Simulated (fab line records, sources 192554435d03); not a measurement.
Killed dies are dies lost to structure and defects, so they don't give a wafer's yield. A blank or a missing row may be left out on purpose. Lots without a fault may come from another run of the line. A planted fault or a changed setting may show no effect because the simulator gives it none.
A sampling plan put to the test | flow n5_finfet | one fab line, 39 faults that these records tell of, each judged on the records of the lots that it struck; 1 more is left out, because the records don't allow judging it
The plan is the line's own looks: the steps of the route at which a gauge or an inspection reads the wafer and doesn't change it. A look can be judged if struck wafers have a number there and the file gives its usual mean and standard deviation on fault-free wafers. Caught: at a look after the fault's first step, the mean of the struck wafers lies 4 or more of those standard deviations (sigma) from the usual mean. On the tool: the same test on the tool's own readings at the fault's steps. Another recipe on the struck wafers, or a record that is blank for them alone, also counts as caught.

THE FAULTS, as the simulator had put them in
1. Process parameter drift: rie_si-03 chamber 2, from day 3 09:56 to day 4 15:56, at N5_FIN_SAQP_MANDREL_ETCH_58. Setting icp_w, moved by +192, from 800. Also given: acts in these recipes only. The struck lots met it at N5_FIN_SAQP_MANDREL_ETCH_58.
2. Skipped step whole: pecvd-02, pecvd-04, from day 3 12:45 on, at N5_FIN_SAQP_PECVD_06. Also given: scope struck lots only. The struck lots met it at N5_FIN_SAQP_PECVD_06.
3. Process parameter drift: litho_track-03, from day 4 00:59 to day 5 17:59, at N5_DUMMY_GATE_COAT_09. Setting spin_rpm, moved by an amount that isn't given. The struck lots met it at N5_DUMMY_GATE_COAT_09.
4. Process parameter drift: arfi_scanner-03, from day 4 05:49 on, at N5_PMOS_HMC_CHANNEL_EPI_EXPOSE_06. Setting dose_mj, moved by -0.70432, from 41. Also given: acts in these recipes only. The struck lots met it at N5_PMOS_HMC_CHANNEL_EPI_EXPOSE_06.
5. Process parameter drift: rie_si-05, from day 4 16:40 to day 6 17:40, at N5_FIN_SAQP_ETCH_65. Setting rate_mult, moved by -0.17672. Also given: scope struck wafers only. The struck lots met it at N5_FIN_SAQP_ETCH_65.
6. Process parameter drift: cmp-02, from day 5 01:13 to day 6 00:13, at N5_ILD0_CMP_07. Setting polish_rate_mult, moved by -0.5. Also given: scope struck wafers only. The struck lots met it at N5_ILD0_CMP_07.
7. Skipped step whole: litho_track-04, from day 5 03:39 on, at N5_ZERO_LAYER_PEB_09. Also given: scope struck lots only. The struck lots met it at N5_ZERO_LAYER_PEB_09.
8. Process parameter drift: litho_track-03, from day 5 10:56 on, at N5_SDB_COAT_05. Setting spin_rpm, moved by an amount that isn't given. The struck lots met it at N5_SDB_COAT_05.
9. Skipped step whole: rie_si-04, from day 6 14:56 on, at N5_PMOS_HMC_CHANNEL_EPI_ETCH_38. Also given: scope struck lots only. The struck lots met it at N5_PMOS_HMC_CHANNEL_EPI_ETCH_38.
10. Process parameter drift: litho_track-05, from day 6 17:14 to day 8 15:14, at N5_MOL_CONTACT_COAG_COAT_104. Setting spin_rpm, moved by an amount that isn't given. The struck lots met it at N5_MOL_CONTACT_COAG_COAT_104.
11. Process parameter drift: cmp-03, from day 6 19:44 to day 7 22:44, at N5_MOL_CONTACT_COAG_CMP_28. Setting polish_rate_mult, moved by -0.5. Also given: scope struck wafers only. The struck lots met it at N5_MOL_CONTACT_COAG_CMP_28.
12. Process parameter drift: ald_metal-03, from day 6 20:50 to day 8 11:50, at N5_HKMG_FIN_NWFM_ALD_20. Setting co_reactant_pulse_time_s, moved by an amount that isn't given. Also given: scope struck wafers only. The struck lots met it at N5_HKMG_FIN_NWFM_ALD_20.
13. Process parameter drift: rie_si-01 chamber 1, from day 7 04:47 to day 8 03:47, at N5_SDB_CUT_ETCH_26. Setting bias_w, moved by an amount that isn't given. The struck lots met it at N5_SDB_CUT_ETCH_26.
14. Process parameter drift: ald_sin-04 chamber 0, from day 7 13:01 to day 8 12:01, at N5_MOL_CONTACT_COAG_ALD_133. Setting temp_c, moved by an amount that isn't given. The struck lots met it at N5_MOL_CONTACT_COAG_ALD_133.
15. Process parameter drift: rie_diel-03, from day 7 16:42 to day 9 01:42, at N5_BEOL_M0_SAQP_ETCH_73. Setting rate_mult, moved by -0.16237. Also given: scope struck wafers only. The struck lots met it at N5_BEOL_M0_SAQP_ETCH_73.
16. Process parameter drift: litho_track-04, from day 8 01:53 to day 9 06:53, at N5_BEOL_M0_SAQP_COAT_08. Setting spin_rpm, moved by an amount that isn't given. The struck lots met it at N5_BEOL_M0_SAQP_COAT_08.
17. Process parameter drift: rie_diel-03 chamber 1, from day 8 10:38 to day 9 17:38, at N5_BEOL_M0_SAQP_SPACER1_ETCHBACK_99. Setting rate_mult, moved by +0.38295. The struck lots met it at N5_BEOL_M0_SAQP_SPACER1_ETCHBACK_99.
18. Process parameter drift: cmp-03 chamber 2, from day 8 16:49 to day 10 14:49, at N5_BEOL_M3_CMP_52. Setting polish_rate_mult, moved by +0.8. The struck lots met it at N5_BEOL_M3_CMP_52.
19. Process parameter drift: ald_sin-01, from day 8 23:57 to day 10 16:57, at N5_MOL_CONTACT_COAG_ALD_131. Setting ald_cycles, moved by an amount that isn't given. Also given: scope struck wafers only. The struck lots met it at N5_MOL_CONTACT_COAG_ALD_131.
20. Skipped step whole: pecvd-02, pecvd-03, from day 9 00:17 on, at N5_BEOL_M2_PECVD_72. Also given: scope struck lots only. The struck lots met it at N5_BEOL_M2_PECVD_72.
21. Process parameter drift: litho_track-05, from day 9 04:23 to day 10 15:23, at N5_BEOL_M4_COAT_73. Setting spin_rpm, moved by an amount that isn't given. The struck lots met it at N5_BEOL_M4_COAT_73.
22. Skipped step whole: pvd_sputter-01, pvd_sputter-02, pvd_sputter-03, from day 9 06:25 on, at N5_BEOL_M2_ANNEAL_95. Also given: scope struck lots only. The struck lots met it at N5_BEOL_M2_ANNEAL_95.
23. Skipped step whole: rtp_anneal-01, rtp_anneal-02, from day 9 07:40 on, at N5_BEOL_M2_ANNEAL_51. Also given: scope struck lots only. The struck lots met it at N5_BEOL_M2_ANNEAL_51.
24. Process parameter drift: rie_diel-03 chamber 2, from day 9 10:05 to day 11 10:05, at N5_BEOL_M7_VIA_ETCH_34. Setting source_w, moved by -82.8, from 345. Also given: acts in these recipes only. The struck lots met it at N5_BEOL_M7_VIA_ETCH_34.
25. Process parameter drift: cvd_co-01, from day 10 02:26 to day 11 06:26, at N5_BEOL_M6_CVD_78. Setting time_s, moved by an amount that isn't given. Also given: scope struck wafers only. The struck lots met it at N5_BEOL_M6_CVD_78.
26. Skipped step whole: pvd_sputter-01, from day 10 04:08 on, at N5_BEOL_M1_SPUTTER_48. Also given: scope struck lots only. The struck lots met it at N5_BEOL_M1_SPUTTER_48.
27. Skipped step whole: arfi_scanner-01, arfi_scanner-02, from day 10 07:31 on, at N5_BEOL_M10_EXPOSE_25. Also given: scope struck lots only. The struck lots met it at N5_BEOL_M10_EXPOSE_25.
28. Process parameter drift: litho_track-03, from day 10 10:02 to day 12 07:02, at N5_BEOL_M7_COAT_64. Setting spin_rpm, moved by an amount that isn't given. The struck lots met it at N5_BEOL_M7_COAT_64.
29. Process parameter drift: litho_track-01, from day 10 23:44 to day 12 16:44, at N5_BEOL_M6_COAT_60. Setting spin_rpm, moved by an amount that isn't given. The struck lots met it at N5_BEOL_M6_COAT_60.
30. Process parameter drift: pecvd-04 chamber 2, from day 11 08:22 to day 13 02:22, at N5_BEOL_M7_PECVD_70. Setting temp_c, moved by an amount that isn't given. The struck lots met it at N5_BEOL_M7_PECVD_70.
31. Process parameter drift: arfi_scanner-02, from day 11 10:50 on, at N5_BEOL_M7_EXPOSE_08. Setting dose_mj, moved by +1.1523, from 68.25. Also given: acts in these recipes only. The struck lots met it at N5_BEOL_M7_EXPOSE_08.
32. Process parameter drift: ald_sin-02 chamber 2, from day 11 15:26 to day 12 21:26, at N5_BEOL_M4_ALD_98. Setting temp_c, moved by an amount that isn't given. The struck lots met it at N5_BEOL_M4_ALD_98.
33. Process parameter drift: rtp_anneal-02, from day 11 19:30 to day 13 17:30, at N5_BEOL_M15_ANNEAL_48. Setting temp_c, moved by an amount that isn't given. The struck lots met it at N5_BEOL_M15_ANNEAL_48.
34. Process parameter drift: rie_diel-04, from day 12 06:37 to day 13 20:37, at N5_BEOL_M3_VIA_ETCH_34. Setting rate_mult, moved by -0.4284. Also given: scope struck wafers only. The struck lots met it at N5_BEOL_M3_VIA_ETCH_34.
35. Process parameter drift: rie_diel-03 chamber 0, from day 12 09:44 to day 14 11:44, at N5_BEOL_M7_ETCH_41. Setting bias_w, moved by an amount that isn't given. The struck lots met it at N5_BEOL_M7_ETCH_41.
36. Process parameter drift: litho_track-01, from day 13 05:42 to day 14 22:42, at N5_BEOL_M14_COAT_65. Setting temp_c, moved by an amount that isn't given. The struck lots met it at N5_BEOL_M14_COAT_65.
37. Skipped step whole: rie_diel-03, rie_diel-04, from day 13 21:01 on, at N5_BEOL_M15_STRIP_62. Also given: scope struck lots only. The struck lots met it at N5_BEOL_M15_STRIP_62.
38. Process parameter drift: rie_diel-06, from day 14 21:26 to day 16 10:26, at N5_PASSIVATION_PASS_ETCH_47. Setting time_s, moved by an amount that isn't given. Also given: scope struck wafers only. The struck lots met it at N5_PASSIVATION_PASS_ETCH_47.
39. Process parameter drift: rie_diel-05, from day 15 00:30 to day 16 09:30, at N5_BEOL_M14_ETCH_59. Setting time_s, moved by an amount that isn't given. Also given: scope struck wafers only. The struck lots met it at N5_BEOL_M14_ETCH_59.

WHAT THE PLAN SAW
fault | on the tool itself                               | first look that catches it                      | reading, sigma                                     | median hours from its first step to that look | hours from the fault's start to the first struck lot there | judged looks passed uncaught
1     | rf_fwd_power_W +61 sigma                         | not the one look that can be judged after it    | -                                                  | -                                             | -                                                          | 1
2     | the tool's record is blank for the struck wafers | N5_FIN_SAQP_THK_MEAS_07                         | thk_nm -41                                         | 0.1                                           | 3                                                          | 0
3     | spin_speed_rpm -99 or beyond sigma               | none of the 3 looks that can be judged after it | -                                                  | -                                             | -                                                          | 3
4     | exposure_dose_mJ_cm2 -14 sigma                   | not the one look that can be judged after it    | -                                                  | -                                             | -                                                          | 1
5     | oes_product_au -8.1 sigma                        | not the one look that can be judged after it    | -                                                  | -                                             | -                                                          | 1
6     | under 2 sigma                                    | none of the 3 looks that can be judged after it | strongest: thk_nm at N5_ILD0_THK_MEAS_08, +3.4     | -                                             | -                                                          | 3
7     | no reading that can be judged                    | no look after it can be judged                  | -                                                  | -                                             | -                                                          | 0
8     | spin_speed_rpm +87 sigma                         | no look after it can be judged                  | -                                                  | -                                             | -                                                          | 0
9     | the tool's record is blank for the struck wafers | not the one look that can be judged after it    | -                                                  | -                                             | -                                                          | 1
10    | spin_speed_rpm -55 sigma                         | not the one look that can be judged after it    | -                                                  | -                                             | -                                                          | 1
11    | only faintly: time_to_endpoint_s +3.3 sigma      | not the one look that can be judged after it    | -                                                  | -                                             | -                                                          | 1
12    | under 2 sigma                                    | not the one look that can be judged after it    | -                                                  | -                                             | -                                                          | 1
13    | under 2 sigma                                    | none of the 2 looks that can be judged after it | -                                                  | -                                             | -                                                          | 2
14    | susceptor_temp_C -63 sigma                       | not the one look that can be judged after it    | -                                                  | -                                             | -                                                          | 1
15    | etch_rf_on_time_s +11 sigma                      | not the one look that can be judged after it    | -                                                  | -                                             | -                                                          | 1
16    | spin_speed_rpm +48 sigma                         | none of the 2 looks that can be judged after it | -                                                  | -                                             | -                                                          | 2
17    | only faintly: oes_product_au +3.5 sigma          | not the one look that can be judged after it    | -                                                  | -                                             | -                                                          | 1
18    | barrier_field_endpoint_s -18 sigma               | not the one look that can be judged after it    | -                                                  | -                                             | -                                                          | 1
19    | under 2 sigma                                    | not the one look that can be judged after it    | -                                                  | -                                             | -                                                          | 1
20    | the tool's record is blank for the struck wafers | not the one look that can be judged after it    | -                                                  | -                                             | -                                                          | 1
21    | spin_speed_rpm -39 sigma                         | none of the 2 looks that can be judged after it | -                                                  | -                                             | -                                                          | 2
22    | the tool's record is blank for the struck wafers | not the one look that can be judged after it    | -                                                  | -                                             | -                                                          | 1
23    | the tool's record is blank for the struck wafers | not the one look that can be judged after it    | strongest: COMB_M2 at N5_BEOL_M4_RC_MEAS_101, +2.7 | -                                             | -                                                          | 1
24    | rf_fwd_power_W -53 sigma                         | no look after it can be judged                  | -                                                  | -                                             | -                                                          | 0
25    | run_length_s +99 or beyond sigma                 | no look after it can be judged                  | -                                                  | -                                             | -                                                          | 0
26    | the tool's record is blank for the struck wafers | not the one look that can be judged after it    | -                                                  | -                                             | -                                                          | 1
27    | no reading that can be judged                    | no look after it can be judged                  | -                                                  | -                                             | -                                                          | 0
28    | spin_speed_rpm -63 sigma                         | no look after it can be judged                  | -                                                  | -                                             | -                                                          | 0
29    | spin_speed_rpm +54 sigma                         | no look after it can be judged                  | -                                                  | -                                             | -                                                          | 0
30    | susceptor_temp_C -38 sigma                       | no look after it can be judged                  | -                                                  | -                                             | -                                                          | 0
31    | exposure_dose_mJ_cm2 +13 sigma                   | no look after it can be judged                  | -                                                  | -                                             | -                                                          | 0
32    | susceptor_temp_C -39 sigma                       | not the one look that can be judged after it    | -                                                  | -                                             | -                                                          | 1
33    | wafer_temp_C_max -11 sigma                       | no look after it can be judged                  | -                                                  | -                                             | -                                                          | 0
34    | only faintly: oes_product_au -3.4 sigma          | none of the 2 looks that can be judged after it | -                                                  | -                                             | -                                                          | 2
35    | bias_w -99 or beyond sigma                       | no look after it can be judged                  | -                                                  | -                                             | -                                                          | 0
36    | heater_power_total_W +99 or beyond sigma         | not the one look that can be judged after it    | -                                                  | -                                             | -                                                          | 1
37    | the tool's record is blank for the struck wafers | no look after it can be judged                  | -                                                  | -                                             | -                                                          | 0
38    | run_length_s -65 sigma                           | no look after it can be judged                  | -                                                  | -                                             | -                                                          | 0
39    | run_length_s -9.4 sigma                          | no look after it can be judged                  | -                                                  | -                                             | -                                                          | 0
A dash: the fault isn't caught, or these records don't give the number.

Caught at a look: 1 of 39. Caught on the tool: 30 of 39. By one or the other: 30 of 39.
Caught on the tool alone: faults 1, 3, 4, 5, 8, 9, 10, 14, 15, 16, 18, 20, 21, 22, 23, 24, 25, 26, 28, 29, 30, 31, 32, 33, 35, 36, 37, 38, 39.
Caught by neither: faults 6, 7, 11, 12, 13, 17, 19, 27, 34.

THINNER SAMPLING
If the look that catches a fault measured only every second or every third lot, by lot number, the first struck lot would be measured this late in the worst case:
fault | struck lots at that look, in order of time | every lot | every second lot | every third lot
2     | L261, L262, L263                           | 3 h       | 8 h              | 14 h
Hours are from the fault's start to the first struck lot that is measured. The limit of 4 sigma was tested on all struck wafers together, so one lot alone may lie under it. Other struck lots may not be in these records.

THE LONGEST TIMED WAY FROM STEP TO LOOK
Fault 2: a median of 0.1 hours passes between N5_FIN_SAQP_PECVD_06 and N5_FIN_SAQP_THK_MEAS_07. No look between them can be judged.
